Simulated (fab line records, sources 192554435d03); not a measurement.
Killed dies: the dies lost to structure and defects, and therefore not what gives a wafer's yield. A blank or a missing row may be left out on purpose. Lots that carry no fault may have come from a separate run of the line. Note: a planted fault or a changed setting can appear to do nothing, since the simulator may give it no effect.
Matching of chambers / flow n5-finfet / N5_BEOL_M10_ETCH_66 on rie-diel-01 has 4 sister chambers
The step etches SOC in N2/H2, target depth 120 nm, overetch 24 nm, time 180 s. 18 wafers are shown with their chamber, then 9 later ones without.

== WAFERS WITH THEIR CHAMBER ==
wafer=L074.1; chamber=2; drypump-motor-current-A (A)=5.3; showerhead-plenum-p-Torr (Torr)=2.44; throttle-valve-pct (%)=17.75
wafer=L074.4; chamber=0; drypump-motor-current-A (A)=6.2; showerhead-plenum-p-Torr (Torr)=2.52; throttle-valve-pct (%)=18.29
wafer=L074.5; chamber=2; drypump-motor-current-A (A)=5.3; showerhead-plenum-p-Torr (Torr)=2.45; throttle-valve-pct (%)=17.78
wafer=L075.2; chamber=2; drypump-motor-current-A (A)=5.3; showerhead-plenum-p-Torr (Torr)=2.44; throttle-valve-pct (%)=17.77
wafer=L075.4; chamber=0; drypump-motor-current-A (A)=6.2; showerhead-plenum-p-Torr (Torr)=2.51; throttle-valve-pct (%)=18.28
wafer=L075.6; chamber=2; drypump-motor-current-A (A)=5.3; showerhead-plenum-p-Torr (Torr)=2.44; throttle-valve-pct (%)=17.77
wafer=L076.1; chamber=0; drypump-motor-current-A (A)=6.2; showerhead-plenum-p-Torr (Torr)=2.51; throttle-valve-pct (%)=18.29
wafer=L076.2; chamber=2; drypump-motor-current-A (A)=5.3; showerhead-plenum-p-Torr (Torr)=2.44; throttle-valve-pct (%)=17.77
wafer=L076.4; chamber=1; drypump-motor-current-A (A)=5.6; showerhead-plenum-p-Torr (Torr)=2.50; throttle-valve-pct (%)=17.98
wafer=L079.3; chamber=1; drypump-motor-current-A (A)=5.6; showerhead-plenum-p-Torr (Torr)=2.49; throttle-valve-pct (%)=17.99
wafer=L079.4; chamber=1; drypump-motor-current-A (A)=5.7; showerhead-plenum-p-Torr (Torr)=2.49; throttle-valve-pct (%)=17.99
wafer=L079.6; chamber=3; drypump-motor-current-A (A)=5.3; showerhead-plenum-p-Torr (Torr)=2.45; throttle-valve-pct (%)=17.58
wafer=L080.3; chamber=3; drypump-motor-current-A (A)=5.4; showerhead-plenum-p-Torr (Torr)=2.45; throttle-valve-pct (%)=17.58
wafer=L080.5; chamber=1; drypump-motor-current-A (A)=5.7; showerhead-plenum-p-Torr (Torr)=2.49; throttle-valve-pct (%)=18.00
wafer=L080.6; chamber=3; drypump-motor-current-A (A)=5.4; showerhead-plenum-p-Torr (Torr)=2.45; throttle-valve-pct (%)=17.58
wafer=L082.2; chamber=0; drypump-motor-current-A (A)=6.2; showerhead-plenum-p-Torr (Torr)=2.51; throttle-valve-pct (%)=17.86
wafer=L082.4; chamber=0; drypump-motor-current-A (A)=6.2; showerhead-plenum-p-Torr (Torr)=2.51; throttle-valve-pct (%)=17.86
wafer=L082.6; chamber=2; drypump-motor-current-A (A)=5.3; showerhead-plenum-p-Torr (Torr)=2.44; throttle-valve-pct (%)=17.78

SIGNATURES (means of the wafers above)
reading=drypump-motor-current-A; chamber 0=6.200; chamber 1=5.650; chamber 2=5.300; chamber 3=5.367; scatter within a chamber=0.0345
reading=showerhead-plenum-p-Torr; chamber 0=2.5120; chamber 1=2.4925; chamber 2=2.4417; chamber 3=2.4500; scatter within a chamber=0.00413
reading=throttle-valve-pct; chamber 0=18.1160; chamber 1=17.9900; chamber 2=17.7700; chamber 3=17.5800; scatter within a chamber=0.125
Rule: a wafer's distance from a chamber is the root of the sum, over the readings, of the square of ((its reading less the chamber's mean) divided by the reading's scatter). If the next closest chamber is less than 2 further off than the closest, the wafer can't be placed; otherwise it belongs to the closest. The scatter is the square root of a quotient: the sum, over the shown wafers, of each reading's squared deviation from its chamber's mean, divided by wafers minus chambers.

== WAFERS WITHOUT THEIR CHAMBER ==
wafer=L085.1; drypump-motor-current-A (A)=6.2; showerhead-plenum-p-Torr (Torr)=2.51; throttle-valve-pct (%)=17.89
wafer=L085.3; drypump-motor-current-A (A)=5.4; showerhead-plenum-p-Torr (Torr)=2.44; throttle-valve-pct (%)=17.61
wafer=L085.5; drypump-motor-current-A (A)=6.2; showerhead-plenum-p-Torr (Torr)=2.51; throttle-valve-pct (%)=17.89
wafer=L089.1; drypump-motor-current-A (A)=5.4; showerhead-plenum-p-Torr (Torr)=2.44; throttle-valve-pct (%)=17.62
wafer=L089.5; drypump-motor-current-A (A)=5.3; showerhead-plenum-p-Torr (Torr)=2.44; throttle-valve-pct (%)=17.60
wafer=L089.6; drypump-motor-current-A (A)=5.3; showerhead-plenum-p-Torr (Torr)=2.43; throttle-valve-pct (%)=17.82
wafer=L088.1; drypump-motor-current-A (A)=5.2; showerhead-plenum-p-Torr (Torr)=2.43; throttle-valve-pct (%)=17.82
wafer=L088.4; drypump-motor-current-A (A)=5.3; showerhead-plenum-p-Torr (Torr)=2.44; throttle-valve-pct (%)=17.62
wafer=L088.6; drypump-motor-current-A (A)=5.7; showerhead-plenum-p-Torr (Torr)=2.49; throttle-valve-pct (%)=17.56

== WHICH CHAMBER EACH ONE RAN IN ==
wafer=L085.1; from the rows above=0; in truth=0
wafer=L085.3; from the rows above=can't be placed: 3 or 2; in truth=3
wafer=L085.5; from the rows above=0; in truth=0
wafer=L089.1; from the rows above=can't be placed: 3 or 2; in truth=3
wafer=L089.5; from the rows above=can't be placed: 2 or 3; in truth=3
wafer=L089.6; from the rows above=2; in truth=2
wafer=L088.1; from the rows above=2; in truth=2
wafer=L088.4; from the rows above=can't be placed: 2 or 3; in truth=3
wafer=L088.6; from the rows above=1; in truth=1
Correct placement for 5 of the 9. From these rows, 4 cannot be placed; in 4 the true chamber is one of the candidates. 0 placed wrongly.
